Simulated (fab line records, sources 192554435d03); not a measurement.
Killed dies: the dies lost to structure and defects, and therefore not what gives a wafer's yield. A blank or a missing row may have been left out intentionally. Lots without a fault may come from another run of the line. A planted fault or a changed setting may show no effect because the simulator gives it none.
Which tool was responsible? ; flow n5Finfet ; 14 lots with 38 wafers sampled at 3 steps, on a route of 1938 steps

## WHAT EACH GAUGE READ, for each wafer
N5_PASSIVATION_OVL_MEAS_66. Usual: for PASS_OPEN_OVL the level is -1 nm and the standard deviation is 5.1.
lot;measured;on;PASS_OPEN_OVL (nm);flag
L330;day 12 05:29;overlay-02;6 1 6;
L331;day 12 20:20;overlay-02;-2 1;
L333;day 13 01:32;overlay-01;1 2 -1;
L334;day 13 06:10;overlay-01;-1 8 0;
L335;day 14 08:53;overlay-01;-3 2 -1;
L336;day 14 18:15;overlay-01;2 1 -6;
L338;day 14 12:37;overlay-02;4 -3;
L339;day 14 16:44;overlay-01;0 -5;
L340;day 15 07:56;overlay-02;-5 -4 4;
L341;day 15 08:49;overlay-01;-13 -4 -9;
L343;day 15 12:31;overlay-02;2 0;
L345;day 16 11:56;overlay-01;3 2 7;
L348;day 17 00:01;overlay-02;2 0 -3;
L349;day 17 05:00;overlay-01;5 -3 2;

## EACH LOT AND THE TOOL THAT RAN IT (in order: tool; ch and the chambers of the sampled wafers; start)
lot;N5_BEOL_M7_ALD_77;N5_PASSIVATION_PECVD_35
L330;aldMetal-04 ch 1,2,3, day 9 03:09;pecvd-03 ch 0,1,2, day 12 05:01
L331;aldMetal-03 ch 0,1, day 9 15:26;pecvd-03 ch 1, day 12 19:49
L333;aldMetal-02 ch 0,1,2, day 9 18:58;pecvd-03 ch 1,2, day 13 00:57
L334;aldMetal-02 ch 1,2,3, day 10 01:35;pecvd-03 ch 0,1,2, day 13 05:35
L335;aldMetal-02 ch 0,3, day 10 10:22;pecvd-03 ch 1,2, day 14 08:17
L336;aldMetal-03 ch 0,1,3, day 10 18:56;pecvd-04 ch 0,1, day 14 17:47
L338;aldMetal-04 ch 0,1, day 11 02:32;pecvd-04 ch 0,2, day 14 12:01
L339;aldMetal-03 ch 0,3, day 11 08:49;pecvd-04 ch 1,2, day 14 16:20
L340;aldMetal-02 ch 0,1,2, day 11 16:50;pecvd-01 ch 0,2, day 15 07:21
L341;aldMetal-03 ch 1,2,3, day 11 17:17;pecvd-04 ch 1,2, day 15 08:20
L343;aldMetal-02 ch 0,1, day 12 06:07;pecvd-04 ch 1,2, day 15 11:59
L345;aldMetal-03 ch 1,2,3, day 13 06:43;pecvd-04 ch 0,2, day 16 11:22
L348;aldMetal-04 ch 0,2,3, day 13 17:19;pecvd-01 ch 0,2, day 16 23:25
L349;aldMetal-03 ch 0,1,2, day 14 09:54;pecvd-03 ch 0,1,2, day 17 04:32
- N5_BEOL_M7_ALD_77: deposits TaN, target thk 2 nm, pulse time 2 s, purge time 3 s.
- N5_PASSIVATION_PECVD_35: deposits SiNx from SiH4/NH3/N2, target thk 700 nm, time 151.3 s.

## AS READ BY THE TOOLS THEMSELVES (means over the sampled wafers that have a number; for cases with no such wafer, the mark the record gives instead)
N5_BEOL_M7_ALD_77. Usual: heaterPowerW reads 420 W (standard deviation 24).
lot;tool;heaterPowerW (W);flag
L330;aldMetal-04;419;
L331;aldMetal-03;439;
L333;aldMetal-02;436;
L334;aldMetal-02;430;
L335;aldMetal-02;414;
L336;aldMetal-03;414;
L338;aldMetal-04;401;
L339;aldMetal-03;412;
L340;aldMetal-02;439;
L341;aldMetal-03;404;
L343;aldMetal-02;432;
L345;aldMetal-03;412;
L348;aldMetal-04;417;
L349;aldMetal-03;436;

N5_PASSIVATION_PECVD_35. Usual: heaterPowerW 419 W, standard deviation 130; showerheadPlenumPTorr 8.64 Torr, standard deviation 0.067; showerheadVppV 2383 V, standard deviation 120; throttleValvePct 30.1 %, standard deviation 1.8.
lot;tool;heaterPowerW (W);showerheadPlenumPTorr (Torr);showerheadVppV (V);throttleValvePct (%);flag
L330;pecvd-03;369;8.60;2372;30.6;
L331;pecvd-03;222;8.64;2542;32.8;
L333;pecvd-03;317;8.61;2382;30.1;
L334;pecvd-03;319;8.60;2378;30.6;
L335;pecvd-03;279;8.62;2472;31.4;
L336;pecvd-04;594;8.62;2266;32.3;
L338;pecvd-04;512;8.66;2276;30.0;
L339;pecvd-04;499;8.62;2396;29.9;
L340;pecvd-01;432;8.62;2397;29.1;
L341;pecvd-04;452;8.60;2426;30.6;
L343;pecvd-04;504;8.62;2418;29.8;
L345;pecvd-04;528;8.67;2284;29.4;
L348;pecvd-01;441;8.62;2410;29.4;
L349;pecvd-03;386;8.61;2377;30.8;

## THE ANSWER, worked out from the rows above alone
Rule: a lot counts as off when the mean over its wafers that have a number is more than 3 standard deviations away from the usual mean. Also off: a lot with no number at a reading for which 4 or more lots have one. All remaining lots with rows at the step are treated as sound. Order of review: gauges by route order, followed by the tools' own readings, for which a lot's mean as printed above is used. The first step at which some lot is off is used, and at that step the reading that is off furthest; a lot without a number counts as furthest.
None of the lots is off at any reading shown; this tells nothing.

## WHAT THE SIMULATOR PUT IN
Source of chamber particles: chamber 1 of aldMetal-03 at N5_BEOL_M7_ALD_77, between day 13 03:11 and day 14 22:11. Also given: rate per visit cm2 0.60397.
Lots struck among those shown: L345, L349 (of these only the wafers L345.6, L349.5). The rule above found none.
